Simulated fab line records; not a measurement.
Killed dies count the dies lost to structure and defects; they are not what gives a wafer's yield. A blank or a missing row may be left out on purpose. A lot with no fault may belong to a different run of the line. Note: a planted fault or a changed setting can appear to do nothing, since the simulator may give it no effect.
fab line records || flow nandHarc
record: {"lots": 6, "wafers": 18, "lastDay": 33}
route steps=1302 shown A_DECK1_JOINT@530
lots that met no fault: taken from a fault-free run of the same line
startH: hours from the record's first day to the start of the lot's first wafer shown || waitH: time in hours since the lot's previous step || " same as the row above || L1.1+2: one row covering several wafers at once || - value missing, or start not given || * or withheld: withheld || < > ~ a bound
route shown NAME@n: a module of which the file shows steps, and the number in the route of the first || usual: mean/standard deviation taken from wafers without a fault || same: alike in all rows || chamber/n: place in a boat || sites: each site's reading || _std_site: how widely they spread, as a standard deviation || _edge_site: inner sites' mean taken away from outer sites' mean || radiusMm: how far each site lies from the wafer's centre || mask NAME#n: copy n || behind: tool/chamber where the wafer was last shaped || hold: why the lot went on hold/how many hours it stayed there/how the hold came to an end || device: which transistor (n, p or np) failed to switch || end of line: tests of these same wafers at the route's end || where a step has no rows: the recipe by itself || killed: dies that structure and defects cost at the first sort, which is not the same as the wafer's yield || map: the dies of a wafer, with x for killed, . for not killed, _ for no die there
set.NAME: the setting the step ran with; set.NAME@STEP: the setting that earlier step ran with || model.NAME: the simulator's own value behind a step, which no gauge read
lots at some steps of the route; a table a step, a row a wafer
services: the hour from which a tool's chamber was out of use, counted from the record's first day as startH (under 0 if before that day), plus the number of hours and why
== steps ==
step: NHARC_A_DECK1_JOINT_ETCHBACK_00
recipe: {"targetDepthA": 300, "timeS": 17.4, "hbrFlowSccm": 150, "rfW": 350, "icpW": 350, "biasW": 60, "chemistry": "HBr"}
usual: {"drypumpMotorCurrentA": "5.6/0.33", "hbrFlowSccm": "150.0/0.43", "oesProductAu": "1.002/0.0092", "throttleValvePct": "23.266/0.0094"}
{"lot.wafer": "L680.3", "tool": "rieSi-04", "chamber": 2, "startH": 309.17, "waitH": 0.1, "drypumpMotorCurrentA": 5.5, "hbrFlowSccm": 149.4, "oesProductAu": 0.993, "rfHoursCounterH": 0.94, "throttleValvePct": 23.258}
{"lot.wafer": "L680.2", "tool": "rieSi-04", "chamber": 1, "startH": 309.17, "waitH": 0.1, "drypumpMotorCurrentA": 5.7, "hbrFlowSccm": 149.8, "oesProductAu": 1.017, "rfHoursCounterH": 0.92, "throttleValvePct": 23.249}
{"lot.wafer": "L680.5", "tool": "rieSi-04", "chamber": 3, "startH": 309.17, "waitH": 0.1, "drypumpMotorCurrentA": 5.5, "hbrFlowSccm": 150.2, "oesProductAu": 1.001, "rfHoursCounterH": "-", "throttleValvePct": 23.256}
{"lot.wafer": "L683.4", "tool": "rieSi-05", "chamber": 3, "startH": 352.67, "waitH": 0.1, "drypumpMotorCurrentA": 6.2, "hbrFlowSccm": 150.1, "oesProductAu": 1.001, "rfHoursCounterH": 0.16, "throttleValvePct": 23.271}
{"lot.wafer": "L683.2", "tool": "rieSi-05", "chamber": 0, "startH": 352.67, "waitH": 0.1, "drypumpMotorCurrentA": 5.4, "hbrFlowSccm": 150.1, "oesProductAu": 1.005, "rfHoursCounterH": 0.17, "throttleValvePct": 23.270}
{"lot.wafer": "L683.6", "tool": "rieSi-05", "chamber": 3, "startH": 352.67, "waitH": 0.1, "drypumpMotorCurrentA": 6.2, "hbrFlowSccm": 149.7, "oesProductAu": 1.000, "rfHoursCounterH": "-", "throttleValvePct": 23.285}
{"lot.wafer": "L688.2", "tool": "rieSi-06", "chamber": 2, "startH": 401.09, "waitH": 0.1, "drypumpMotorCurrentA": 5.4, "hbrFlowSccm": 150.7, "oesProductAu": 0.994, "rfHoursCounterH": 0.86, "throttleValvePct": 23.259}
{"lot.wafer": "L688.3", "tool": "rieSi-06", "chamber": 3, "startH": 401.09, "waitH": 0.1, "drypumpMotorCurrentA": 5.8, "hbrFlowSccm": 149.8, "oesProductAu": 0.992, "rfHoursCounterH": 0.91, "throttleValvePct": 23.266}
{"lot.wafer": "L688.6", "tool": "rieSi-06", "chamber": 2, "startH": 401.09, "waitH": 0.1, "drypumpMotorCurrentA": 5.4, "hbrFlowSccm": 150.2, "oesProductAu": 0.999, "rfHoursCounterH": "-", "throttleValvePct": 23.261}
{"lot.wafer": "L691.1", "tool": "rieSi-06", "chamber": 2, "startH": 414.42, "waitH": 0.1, "drypumpMotorCurrentA": 5.4, "hbrFlowSccm": 150.7, "oesProductAu": 1.005, "rfHoursCounterH": 0.94, "throttleValvePct": 23.258}
{"lot.wafer": "L691.4", "tool": "rieSi-06", "chamber": 0, "startH": 414.42, "waitH": 0.1, "drypumpMotorCurrentA": 5.4, "hbrFlowSccm": 150.1, "oesProductAu": 0.994, "rfHoursCounterH": "-", "throttleValvePct": 23.266}
{"lot.wafer": "L691.5", "tool": "rieSi-06", "chamber": 1, "startH": 414.42, "waitH": 0.1, "drypumpMotorCurrentA": 5.9, "hbrFlowSccm": 149.0, "oesProductAu": 1.010, "rfHoursCounterH": "-", "throttleValvePct": 23.259}
{"lot.wafer": "L697.1", "tool": "rieSi-05", "chamber": 3, "startH": 468.33, "waitH": 0.1, "drypumpMotorCurrentA": 6.2, "hbrFlowSccm": 150.3, "oesProductAu": 1.025, "rfHoursCounterH": 0.96, "throttleValvePct": 23.277}
{"lot.wafer": "L697.3", "tool": "rieSi-05", "chamber": 2, "startH": 468.33, "waitH": 0.1, "drypumpMotorCurrentA": 5.8, "hbrFlowSccm": 150.0, "oesProductAu": 0.998, "rfHoursCounterH": 1.10, "throttleValvePct": 23.252}
{"lot.wafer": "L697.6", "tool": "rieSi-05", "chamber": 0, "startH": 468.33, "waitH": 0.1, "drypumpMotorCurrentA": 5.4, "hbrFlowSccm": 150.3, "oesProductAu": 1.002, "rfHoursCounterH": "-", "throttleValvePct": 23.267}
{"lot.wafer": "L696.1", "tool": "rieSi-04", "chamber": 1, "startH": 468.34, "waitH": 0.1, "drypumpMotorCurrentA": 5.7, "hbrFlowSccm": 150.2, "oesProductAu": 1.006, "rfHoursCounterH": 0.72, "throttleValvePct": 23.260}
{"lot.wafer": "L696.3", "tool": "rieSi-04", "chamber": 3, "startH": 468.34, "waitH": 0.1, "drypumpMotorCurrentA": 5.5, "hbrFlowSccm": 149.9, "oesProductAu": 0.987, "rfHoursCounterH": 0.72, "throttleValvePct": 23.272}
{"lot.wafer": "L696.6", "tool": "rieSi-04", "chamber": 1, "startH": 468.34, "waitH": 0.1, "drypumpMotorCurrentA": 5.6, "hbrFlowSccm": 150.4, "oesProductAu": 1.001, "rfHoursCounterH": "-", "throttleValvePct": 23.265}
step: NHARC_A_DECK1_JOINT_PRECLEAN_30
recipe: {"timeS": "*", "tempC": 50, "bathAgeMin": 0, "chemistry": "SC1"}
step: NHARC_A_DECK1_JOINT_SRD_31
step: NHARC_A_DECK1_JOINT_CVD_34
recipe: {"targetThkA": 200, "tempC": 700, "pressureMtorr": 300, "material": "SiNx"}
step: NHARC_A_DECK1_JOINT_DEP_06
recipe: {"targetThkA": 800, "tempC": 65, "material": "SiOx"}
step: NHARC_A_DECK1_JOINT_CURE_26
recipe: {"tempC": 150, "timeS": 32, "pressureAtm": 0.395}
step: NHARC_A_DECK1_JOINT_ANNEAL_27
recipe: {"tempC": 400, "timeS": 3600, "idleTempC": 300, "rampUpCPerMin": 10, "densificationPH2oTorr": 640}
step: NHARC_A_DECK1_JOINT_ANNEAL_28
recipe: {"tempC": 500, "timeS": 1800, "idleTempC": 400, "rampUpCPerMin": 10, "densificationPH2oTorr": 640}
step: NHARC_A_DECK1_JOINT_ANNEAL_29
recipe: {"tempC": 750, "timeS": 1800, "idleTempC": 500, "rampUpCPerMin": 10, "rampDownCPerMin": 3}
step: NHARC_A_DECK1_JOINT_CMP_02
recipe: {"material": "SiOx"}
usual: {"motorCurrentA": "11.5/0.97"}
{"lot.wafer": "L680.2", "tool": "cmp-03", "chamber": 1, "startH": 337.05, "waitH": 0.4, "motorCurrentA": 10.6}
{"lot.wafer": "L680.3", "tool": "cmp-03", "chamber": 0, "startH": 337.05, "waitH": 0.4, "motorCurrentA": 10.6}
{"lot.wafer": "L680.5", "tool": "cmp-03", "chamber": 2, "startH": 337.05, "waitH": 0.4, "motorCurrentA": 12.9}
{"lot.wafer": "L683.2", "tool": "cmp-02", "chamber": 3, "startH": 376.95, "waitH": 0.4, "motorCurrentA": 10.0}
{"lot.wafer": "L683.4", "tool": "cmp-02", "chamber": 0, "startH": 376.95, "waitH": 0.4, "motorCurrentA": 9.8}
{"lot.wafer": "L683.6", "tool": "cmp-02", "chamber": 1, "startH": 376.95, "waitH": 0.4, "motorCurrentA": 12.2}
{"lot.wafer": "L688.3", "tool": "cmp-03", "chamber": 2, "startH": 425.29, "waitH": 0.4, "motorCurrentA": 12.1}
{"lot.wafer": "L688.2", "tool": "cmp-03", "chamber": 0, "startH": 425.29, "waitH": 0.4, "motorCurrentA": 11.2}
{"lot.wafer": "L688.6", "tool": "cmp-03", "chamber": 2, "startH": 425.29, "waitH": 0.4, "motorCurrentA": 12.7}
{"lot.wafer": "L691.4", "tool": "cmp-04", "chamber": 3, "startH": 439.80, "waitH": 0.4, "motorCurrentA": 13.8}
{"lot.wafer": "L691.1", "tool": "cmp-04", "chamber": 0, "startH": 439.80, "waitH": 0.4, "motorCurrentA": 11.8}
{"lot.wafer": "L691.5", "tool": "cmp-04", "chamber": 2, "startH": 439.80, "waitH": 0.4, "motorCurrentA": 10.0}
{"lot.wafer": "L696.3", "tool": "cmp-03", "chamber": 0, "startH": 492.28, "waitH": 0.4, "motorCurrentA": 11.0}
{"lot.wafer": "L696.1", "tool": "cmp-03", "chamber": 3, "startH": 492.28, "waitH": 0.4, "motorCurrentA": 11.4}
{"lot.wafer": "L696.6", "tool": "cmp-03", "chamber": 1, "startH": 492.28, "waitH": 0.4, "motorCurrentA": 10.7}
{"lot.wafer": "L697.3", "tool": "cmp-04", "chamber": 2, "startH": 492.30, "waitH": 0.4, "motorCurrentA": 10.9}
{"lot.wafer": "L697.1", "tool": "cmp-04", "chamber": 3, "startH": 492.30, "waitH": 0.4, "motorCurrentA": 13.0}
{"lot.wafer": "L697.6", "tool": "cmp-04", "chamber": 2, "startH": 492.30, "waitH": 0.4, "motorCurrentA": 10.8}
step: NHARC_A_DECK1_JOINT_SRD_15
step: NHARC_A_DECK1_JOINT_DEP_16
recipe: {"targetThkA": 450, "tempC": 400, "pressureTorr": 6.5, "rfW": 900, "teosFlowSccm": 161.4, "flowSccm": 2650, "targetThkNm": 45, "gas": "O2", "material": "SiO2"}
usual: {"heaterPowerW": "501/69", "throttleValvePct": "15.9/0.55"}
{"lot.wafer": "L680.3", "tool": "pecvd-03", "chamber": 1, "startH": 337.47, "waitH": 0.1, "heaterPowerW": 594, "throttleValvePct": 16.0}
{"lot.wafer": "L680.2", "tool": "pecvd-03", "chamber": 2, "startH": 337.47, "waitH": 0.1, "heaterPowerW": 570, "throttleValvePct": 15.1}
{"lot.wafer": "L680.5", "tool": "pecvd-03", "chamber": 0, "startH": 337.47, "waitH": 0.1, "heaterPowerW": 472, "throttleValvePct": 15.4}
{"lot.wafer": "L683.2", "tool": "pecvd-01", "chamber": 0, "startH": 377.46, "waitH": 0.2, "heaterPowerW": 465, "throttleValvePct": 15.7}
{"lot.wafer": "L683.6", "tool": "pecvd-01", "chamber": 1, "startH": 377.46, "waitH": 0.2, "heaterPowerW": 487, "throttleValvePct": 16.1}
{"lot.wafer": "L683.4", "tool": "pecvd-01", "chamber": 2, "startH": 377.46, "waitH": 0.2, "heaterPowerW": 594, "throttleValvePct": 16.3}
{"lot.wafer": "L688.3", "tool": "pecvd-01", "chamber": 2, "startH": 425.71, "waitH": 0.1, "heaterPowerW": 616, "throttleValvePct": 16.3}
{"lot.wafer": "L688.2", "tool": "pecvd-01", "chamber": 0, "startH": 425.71, "waitH": 0.1, "heaterPowerW": 601, "throttleValvePct": 16.1}
{"lot.wafer": "L688.6", "tool": "pecvd-01", "chamber": 0, "startH": 425.71, "waitH": 0.1, "heaterPowerW": 450, "throttleValvePct": 16.1}
{"lot.wafer": "L691.1", "tool": "pecvd-01", "chamber": 0, "startH": 440.14, "waitH": 0.1, "heaterPowerW": 497, "throttleValvePct": 16.1}
{"lot.wafer": "L691.4", "tool": "pecvd-01", "chamber": 1, "startH": 440.14, "waitH": 0.1, "heaterPowerW": 491, "throttleValvePct": 16.4}
{"lot.wafer": "L691.5", "tool": "pecvd-01", "chamber": 2, "startH": 440.14, "waitH": 0.1, "heaterPowerW": 522, "throttleValvePct": 16.3}
{"lot.wafer": "L697.1", "tool": "pecvd-02", "chamber": 2, "startH": 492.67, "waitH": 0.1, "heaterPowerW": 507, "throttleValvePct": 16.2}
{"lot.wafer": "L697.3", "tool": "pecvd-02", "chamber": 0, "startH": 492.67, "waitH": 0.1, "heaterPowerW": 400, "throttleValvePct": 16.5}
{"lot.wafer": "L697.6", "tool": "pecvd-02", "chamber": 1, "startH": 492.67, "waitH": 0.1, "heaterPowerW": 554, "throttleValvePct": 15.5}
{"lot.wafer": "L696.1", "tool": "pecvd-03", "chamber": 0, "startH": 492.67, "waitH": 0.1, "heaterPowerW": 549, "throttleValvePct": 14.9}
{"lot.wafer": "L696.3", "tool": "pecvd-03", "chamber": 1, "startH": 492.67, "waitH": 0.1, "heaterPowerW": 561, "throttleValvePct": 16.6}
{"lot.wafer": "L696.6", "tool": "pecvd-03", "chamber": 1, "startH": 492.67, "waitH": 0.1, "heaterPowerW": 560, "throttleValvePct": 16.5}
step: NHARC_A_DECK1_JOINT_THK_MEAS_17
recipe: {"thkMeasGauge": "ellipsometry"}
usual: {"thkNm": "45.3/1.2"}
{"lot.wafer": "L680.2", "tool": "filmMetro-01", "chamber": "-", "startH": 337.72, "waitH": 0.2, "thkNm": 46.0}
{"lot.wafer": "L680.3", "tool": "filmMetro-01", "chamber": "-", "startH": 337.72, "waitH": 0.2, "thkNm": 45.7}
{"lot.wafer": "L680.5", "tool": "filmMetro-01", "chamber": "-", "startH": 337.72, "waitH": 0.2, "thkNm": 45.9}
{"lot.wafer": "L683.2", "tool": "filmMetro-01", "chamber": "-", "startH": 377.74, "waitH": 0.3, "thkNm": 43.7}
{"lot.wafer": "L683.4", "tool": "filmMetro-01", "chamber": "-", "startH": 377.74, "waitH": 0.3, "thkNm": 44.1}
{"lot.wafer": "L683.6", "tool": "filmMetro-01", "chamber": "-", "startH": 377.74, "waitH": 0.3, "thkNm": 45.4}
{"lot.wafer": "L688.2", "tool": "filmMetro-02", "chamber": "-", "startH": 425.96, "waitH": 0.2, "thkNm": 44.5}
{"lot.wafer": "L688.3", "tool": "filmMetro-02", "chamber": "-", "startH": 425.96, "waitH": 0.2, "thkNm": 42.0}
{"lot.wafer": "L688.6", "tool": "filmMetro-02", "chamber": "-", "startH": 425.96, "waitH": 0.2, "thkNm": 61.4}
{"lot.wafer": "L691.1", "tool": "filmMetro-01", "chamber": "-", "startH": 440.42, "waitH": 0.3, "thkNm": 46.7}
{"lot.wafer": "L691.4", "tool": "filmMetro-01", "chamber": "-", "startH": 440.42, "waitH": 0.3, "thkNm": 60.9}
{"lot.wafer": "L691.5", "tool": "filmMetro-01", "chamber": "-", "startH": 440.42, "waitH": 0.3, "thkNm": 46.5}
{"lot.wafer": "L697.1", "tool": "filmMetro-01", "chamber": "-", "startH": 492.95, "waitH": 0.3, "thkNm": 44.3}
{"lot.wafer": "L697.3", "tool": "filmMetro-01", "chamber": "-", "startH": 492.95, "waitH": 0.3, "thkNm": 46.5}
{"lot.wafer": "L697.6", "tool": "filmMetro-01", "chamber": "-", "startH": 492.95, "waitH": 0.3, "thkNm": 45.8}
{"lot.wafer": "L696.1", "tool": "filmMetro-01", "chamber": "-", "startH": 492.95, "waitH": 0.3, "thkNm": 44.9}
{"lot.wafer": "L696.3", "tool": "filmMetro-01", "chamber": "-", "startH": 492.95, "waitH": 0.3, "thkNm": 44.6}
{"lot.wafer": "L696.6", "tool": "filmMetro-01", "chamber": "-", "startH": 492.95, "waitH": 0.3, "thkNm": 45.0}
step: NHARC_A_DECK1_JOINT_INSPECT_05
usual: {"rawDefectCount": "337/140"}
{"lot.wafer": "L680.2", "tool": "defectInspect-02", "chamber": "-", "startH": 337.75, "waitH": 0.0, "rawDefectCount": 213}
{"lot.wafer": "L680.3", "tool": "defectInspect-02", "chamber": "-", "startH": 337.75, "waitH": 0.0, "rawDefectCount": 195}
{"lot.wafer": "L680.5", "tool": "defectInspect-02", "chamber": "-", "startH": 337.75, "waitH": 0.0, "rawDefectCount": 155}
{"lot.wafer": "L683.2", "tool": "defectInspect-02", "chamber": "-", "startH": 377.77, "waitH": 0.0, "rawDefectCount": 328}
{"lot.wafer": "L683.4", "tool": "defectInspect-02", "chamber": "-", "startH": 377.77, "waitH": 0.0, "rawDefectCount": 341}
{"lot.wafer": "L683.6", "tool": "defectInspect-02", "chamber": "-", "startH": 377.77, "waitH": 0.0, "rawDefectCount": 221}
{"lot.wafer": "L688.2", "tool": "defectInspect-01", "chamber": "-", "startH": 426.00, "waitH": 0.0, "rawDefectCount": 259}
{"lot.wafer": "L688.3", "tool": "defectInspect-01", "chamber": "-", "startH": 426.00, "waitH": 0.0, "rawDefectCount": 337}
{"lot.wafer": "L688.6", "tool": "defectInspect-01", "chamber": "-", "startH": 426.00, "waitH": 0.0, "rawDefectCount": 315}
{"lot.wafer": "L691.1", "tool": "defectInspect-01", "chamber": "-", "startH": 440.46, "waitH": 0.0, "rawDefectCount": 208}
{"lot.wafer": "L691.4", "tool": "defectInspect-01", "chamber": "-", "startH": 440.46, "waitH": 0.0, "rawDefectCount": 261}
{"lot.wafer": "L691.5", "tool": "defectInspect-01", "chamber": "-", "startH": 440.46, "waitH": 0.0, "rawDefectCount": 275}
{"lot.wafer": "L697.1", "tool": "defectInspect-02", "chamber": "-", "startH": 492.98, "waitH": 0.0, "rawDefectCount": 193}
{"lot.wafer": "L697.3", "tool": "defectInspect-02", "chamber": "-", "startH": 492.98, "waitH": 0.0, "rawDefectCount": 263}
{"lot.wafer": "L697.6", "tool": "defectInspect-02", "chamber": "-", "startH": 492.98, "waitH": 0.0, "rawDefectCount": 329}
{"lot.wafer": "L696.1", "tool": "defectInspect-01", "chamber": "-", "startH": 492.99, "waitH": 0.0, "rawDefectCount": 320}
{"lot.wafer": "L696.3", "tool": "defectInspect-01", "chamber": "-", "startH": 492.99, "waitH": 0.0, "rawDefectCount": 221}
{"lot.wafer": "L696.6", "tool": "defectInspect-01", "chamber": "-", "startH": 492.99, "waitH": 0.0, "rawDefectCount": 276}
== services ==
{"tool": "cmp-03", "chamber": "-", "startH": 287.82, "hours": 0.3, "kind": "repair"}
{"tool": "cmp-03", "chamber": "-", "startH": 290.13, "hours": 4.1, "kind": "repair"}
{"tool": "rieSi-06", "chamber": 2, "startH": 291.61, "hours": 2.1, "kind": "repair"}
{"tool": "rieSi-05", "chamber": "-", "startH": 305.00, "hours": 9.0, "kind": "pm"}
{"tool": "cmp-03", "chamber": "-", "startH": 305.34, "hours": 1.8, "kind": "repair"}
{"tool": "cmp-04", "chamber": "-", "startH": 307.00, "hours": 4.0, "kind": "pm"}
{"tool": "pecvd-01", "chamber": "-", "startH": 311.85, "hours": 13.0, "kind": "pm"}
{"tool": "cmp-04", "chamber": "-", "startH": 314.98, "hours": 1.3, "kind": "repair"}
{"tool": "rieSi-04", "chamber": "-", "startH": 342.00, "hours": 9.0, "kind": "pm"}
{"tool": "rieSi-05", "chamber": "-", "startH": 348.86, "hours": 0.8, "kind": "repair"}
{"tool": "pecvd-03", "chamber": "-", "startH": 366.00, "hours": 13.0, "kind": "pm"}
{"tool": "cmp-03", "chamber": "-", "startH": 368.60, "hours": 4.0, "kind": "pm"}
{"tool": "rieSi-05", "chamber": 0, "startH": 381.36, "hours": 11.0, "kind": "repair"}
{"tool": "pecvd-03", "chamber": 2, "startH": 387.47, "hours": 3.4, "kind": "repair"}
{"tool": "cmp-04", "chamber": "-", "startH": 405.00, "hours": 4.0, "kind": "pm"}
{"tool": "rieSi-06", "chamber": 3, "startH": 407.43, "hours": 8.7, "kind": "repair"}
{"tool": "pecvd-03", "chamber": 0, "startH": 413.59, "hours": 6.4, "kind": "repair"}
{"tool": "rieSi-06", "chamber": "-", "startH": 426.00, "hours": 9.0, "kind": "pm"}
{"tool": "cmp-04", "chamber": "-", "startH": 431.30, "hours": 4.1, "kind": "repair"}
{"tool": "pecvd-03", "chamber": "-", "startH": 437.17, "hours": 4.6, "kind": "repair"}
{"tool": "rieSi-06", "chamber": 0, "startH": 440.37, "hours": 4.5, "kind": "repair"}
{"tool": "rieSi-04", "chamber": 1, "startH": 458.75, "hours": 4.2, "kind": "repair"}
{"tool": "cmp-03", "chamber": "-", "startH": 466.60, "hours": 4.0, "kind": "pm"}
{"tool": "cmp-04", "chamber": "-", "startH": 468.50, "hours": 0.4, "kind": "repair"}
== key ==
firstSign: {"step": "NHARC_A_DECK1_JOINT_THK_MEAS_17", "reading": "thkNm", "direction": "up", "sigmas": 14, "usual": 45.3, "struck": 61.2}
effect none on later readings
metAt NHARC_A_DECK1_JOINT_DEP_16
struckWafers L688.6,L691.4
testerLeftOut L688,L691
onsetBetween 377.46 425.71
fault: {"kind": "processParameterDrift", "tool": "pecvd-01", "chamber": "-", "onsetH": 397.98, "steps": "NHARC_A_DECK1_JOINT_DEP_16", "channel": "targetThkNm", "offset": 15.858, "shape": "step", "endH": 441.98, "scope": "struckWafersOnly", "actsIn": "theseRecipesOnly", "stated": 45}
testerLeftOut: of these lots the tester's yield and bins aren't shown, on N5 and GAA mostly nor the transistor test; their killed dies are dies lost to structure and defects alone, not to doping, threshold or leakage, so they don't give the yield
